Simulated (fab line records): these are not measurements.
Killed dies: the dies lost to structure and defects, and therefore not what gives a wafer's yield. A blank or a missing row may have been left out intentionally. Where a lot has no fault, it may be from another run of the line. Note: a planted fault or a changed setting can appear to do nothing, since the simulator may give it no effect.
Matching of chambers || flow nandHarc || NHARC_A_STAIRCASE_TRIM_187 on rieDiel-06 has 4 sister chambers
The step chemistry O2, time 211.2 s. 8 wafers are shown with their chamber, then 11 later ones without.

== WAFERS PAIRED WITH THEIR CHAMBERS ==
{"wafer": "L084.3", "chamber": 2, "showerheadPlenumPTorr (Torr)": 3.80, "oesProductAu (a.u.)": 1.013}
{"wafer": "L084.5", "chamber": 0, "showerheadPlenumPTorr (Torr)": 3.41, "oesProductAu (a.u.)": 0.992}
{"wafer": "L087.3", "chamber": 1, "showerheadPlenumPTorr (Torr)": 3.55, "oesProductAu (a.u.)": 1.022}
{"wafer": "L087.5", "chamber": 3, "showerheadPlenumPTorr (Torr)": 3.30, "oesProductAu (a.u.)": 0.994}
{"wafer": "L086.1", "chamber": 2, "showerheadPlenumPTorr (Torr)": 3.80, "oesProductAu (a.u.)": 0.995}
{"wafer": "L086.3", "chamber": 0, "showerheadPlenumPTorr (Torr)": 3.41, "oesProductAu (a.u.)": 0.974}
{"wafer": "L086.5", "chamber": 3, "showerheadPlenumPTorr (Torr)": 3.29, "oesProductAu (a.u.)": 0.985}
{"wafer": "L092.2", "chamber": 1, "showerheadPlenumPTorr (Torr)": 3.55, "oesProductAu (a.u.)": 1.004}

== WAFERS WITHOUT THEIR CHAMBER ==
{"wafer": "L092.3", "showerheadPlenumPTorr (Torr)": 3.40, "oesProductAu (a.u.)": 0.980}
{"wafer": "L092.6", "showerheadPlenumPTorr (Torr)": 3.55, "oesProductAu (a.u.)": 1.005}
{"wafer": "L093.1", "showerheadPlenumPTorr (Torr)": 3.55, "oesProductAu (a.u.)": 1.013}
{"wafer": "L093.3", "showerheadPlenumPTorr (Torr)": 3.40, "oesProductAu (a.u.)": 0.996}
{"wafer": "L093.5", "showerheadPlenumPTorr (Torr)": 3.79, "oesProductAu (a.u.)": 0.998}
{"wafer": "L094.2", "showerheadPlenumPTorr (Torr)": 3.40, "oesProductAu (a.u.)": 0.993}
{"wafer": "L094.4", "showerheadPlenumPTorr (Torr)": 3.79, "oesProductAu (a.u.)": 1.003}
{"wafer": "L094.6", "showerheadPlenumPTorr (Torr)": 3.29, "oesProductAu (a.u.)": 0.990}
{"wafer": "L095.1", "showerheadPlenumPTorr (Torr)": 3.79, "oesProductAu (a.u.)": 1.009}
{"wafer": "L095.4", "showerheadPlenumPTorr (Torr)": 3.54, "oesProductAu (a.u.)": 1.016}
{"wafer": "L095.6", "showerheadPlenumPTorr (Torr)": 3.79, "oesProductAu (a.u.)": 0.999}

== CHAMBER TAKEN BY EACH ==
{"wafer": "L092.3", "from the rows above": 0, "in truth": 0}
{"wafer": "L092.6", "from the rows above": 1, "in truth": 1}
{"wafer": "L093.1", "from the rows above": 1, "in truth": 1}
{"wafer": "L093.3", "from the rows above": 0, "in truth": 0}
{"wafer": "L093.5", "from the rows above": 2, "in truth": 2}
{"wafer": "L094.2", "from the rows above": 0, "in truth": 0}
{"wafer": "L094.4", "from the rows above": 2, "in truth": 2}
{"wafer": "L094.6", "from the rows above": 3, "in truth": 3}
{"wafer": "L095.1", "from the rows above": 2, "in truth": 2}
{"wafer": "L095.4", "from the rows above": 1, "in truth": 1}
{"wafer": "L095.6", "from the rows above": 2, "in truth": 2}
11 of 11 placed correctly. Number that these rows cannot place: 0. Wrongly placed: 0.
How it was worked out, from the rows above alone: a wafer's distance from a chamber is the root of the sum, over the readings, of the square of ((its reading less the chamber's mean) divided by the reading's scatter). If the next closest chamber is less than 2 further off than the closest, the wafer can't be placed; otherwise it belongs to the closest. The mean given for a chamber averages the wafers shown for that chamber. How the scatter is found: for the shown wafers, subtract from each reading the mean of its chamber, square and add these, divide the total by (wafers less chambers), then take the root.
